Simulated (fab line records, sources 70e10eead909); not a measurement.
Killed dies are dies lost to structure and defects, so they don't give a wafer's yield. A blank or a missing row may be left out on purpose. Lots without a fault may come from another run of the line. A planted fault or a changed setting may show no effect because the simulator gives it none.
Chamber matching | flow nand_harc | NHARC_A_CONTACT_DESCUM_13 on rie_diel-01: 4 sister chambers
The step chemistry O2, time 3 s. 14 wafers are shown with their chamber, then 7 later ones without.

WAFERS WITH THEIR CHAMBER
wafer  | chamber | drypump_motor_current_A (A) | showerhead_plenum_p_Torr (Torr) | oes_product_au (a.u.)
L074.4 | 1       | 6.08                        | 1.87                            | 0.999
L074.5 | 1       | 6.07                        | 1.87                            | 1.004
L074.6 | 0       | 5.50                        | 1.86                            | 0.994
L078.1 | 1       | 6.08                        | 1.86                            | 1.009
L078.3 | 0       | 5.47                        | 1.86                            | 0.985
L078.6 | 2       | 6.10                        | 1.81                            | 0.995
L082.2 | 0       | 5.44                        | 1.85                            | 0.994
L082.4 | 3       | 5.66                        | 1.82                            | 0.981
L082.5 | 1       | 6.07                        | 1.86                            | 1.002
L084.2 | 3       | 5.68                        | 1.82                            | 0.983
L084.5 | 1       | 6.09                        | 1.85                            | 1.009
L084.6 | 2       | 6.08                        | 1.80                            | 0.996
L095.1 | 2       | 6.10                        | 1.79                            | 0.990
L095.3 | 1       | 6.08                        | 1.84                            | 1.006

SIGNATURES (means of the wafers above)
reading                  | chamber 0 | chamber 1 | chamber 2 | chamber 3 | scatter within a chamber
drypump_motor_current_A  | 5.4700    | 6.0783    | 6.0933    | 5.6700    | 0.016
showerhead_plenum_p_Torr | 1.8567    | 1.8583    | 1.8000    | 1.8200    | 0.00975
oes_product_au           | 0.99100   | 1.00483   | 0.99367   | 0.98200   | 0.00394
Rule: a wafer's distance from a chamber is the root of the sum, over the readings, of the square of ((its reading less the chamber's mean) divided by the reading's scatter). The wafer belongs to the nearest chamber; if the next one is less than 2 further off, it can't be placed. The scatter: the root of (the sum of the squares of (reading less its chamber's mean) over the shown wafers, divided by (wafers less chambers)).

WAFERS WITHOUT THEIR CHAMBER
wafer  | drypump_motor_current_A (A) | showerhead_plenum_p_Torr (Torr) | oes_product_au (a.u.)
L095.6 | 5.71                        | 1.81                            | 0.980
L094.2 | 5.65                        | 1.81                            | 0.980
L094.4 | 6.10                        | 1.79                            | 0.987
L094.5 | 6.06                        | 1.84                            | 1.001
L097.1 | 6.10                        | 1.84                            | 0.993
L097.2 | 6.14                        | 1.79                            | 0.991
L097.3 | 5.67                        | 1.80                            | 0.973

WHICH CHAMBER EACH WENT THROUGH
wafer  | from the rows above     | in truth
L095.6 | 3                       | 3
L094.2 | 3                       | 3
L094.4 | 2                       | 2
L094.5 | 1                       | 1
L097.1 | can't be placed: 1 or 2 | 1
L097.2 | 2                       | 2
L097.3 | 3                       | 3
Placed correctly: 6 of 7. Can't be placed from these rows: 1 (the true chamber is among the candidates in 1). Placed wrongly: 0.
